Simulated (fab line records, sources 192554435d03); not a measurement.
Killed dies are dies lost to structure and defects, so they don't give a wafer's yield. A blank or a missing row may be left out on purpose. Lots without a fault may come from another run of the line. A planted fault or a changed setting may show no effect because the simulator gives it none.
Chamber matching | flow n5_finfet | N5_GATE_CUT_STRIP_41 on rie_diel-01: 4 sister chambers
The step strips in CF4. 8 wafers are shown with their chamber, then 10 later ones without.

WAFERS WITH THEIR CHAMBER
wafer  | chamber | showerhead_plenum_p_Torr (Torr) | drypump_motor_current_A (A)
L079.1 | 0       | 1.70                            | 5.4
L079.4 | 1       | 1.72                            | 5.1
L081.2 | 0       | 1.70                            | 5.3
L086.1 | 3       | 1.85                            | 5.6
L086.2 | 2       | 1.76                            | 5.4
L086.3 | 1       | 1.71                            | 5.1
L088.1 | 2       | 1.76                            | 5.5
L088.3 | 3       | 1.85                            | 5.6

WAFERS WITHOUT THEIR CHAMBER
wafer  | showerhead_plenum_p_Torr (Torr) | drypump_motor_current_A (A)
L088.5 | 1.85                            | 5.6
L090.1 | 1.71                            | 5.1
L090.2 | 1.76                            | 5.4
L090.6 | 1.71                            | 5.1
L096.1 | 1.85                            | 5.6
L096.3 | 1.90                            | 5.3
L096.5 | 1.71                            | 5.1
L097.1 | 1.75                            | 5.4
L097.4 | 1.90                            | 5.3
L097.5 | 1.71                            | 5.1

WHICH CHAMBER EACH WENT THROUGH
wafer  | from the rows above | in truth
L088.5 | 3                   | 3
L090.1 | 1                   | 1
L090.2 | 2                   | 2
L090.6 | 1                   | 1
L096.1 | 3                   | 3
L096.3 | 3                   | 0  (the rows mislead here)
L096.5 | 1                   | 1
L097.1 | 2                   | 2
L097.4 | 3                   | 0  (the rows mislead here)
L097.5 | 1                   | 1
Placed correctly: 8 of 10. Can't be placed from these rows: 0. Placed wrongly: 2.
How it was worked out, from the rows above alone: a wafer's distance from a chamber is the root of the sum, over the readings, of the square of ((its reading less the chamber's mean) divided by the reading's scatter). The wafer belongs to the nearest chamber; if the next one is less than 2 further off, it can't be placed. A chamber's mean is the mean of its shown wafers. The scatter: the root of (the sum of the squares of (reading less its chamber's mean) over the shown wafers, divided by (wafers less chambers)).
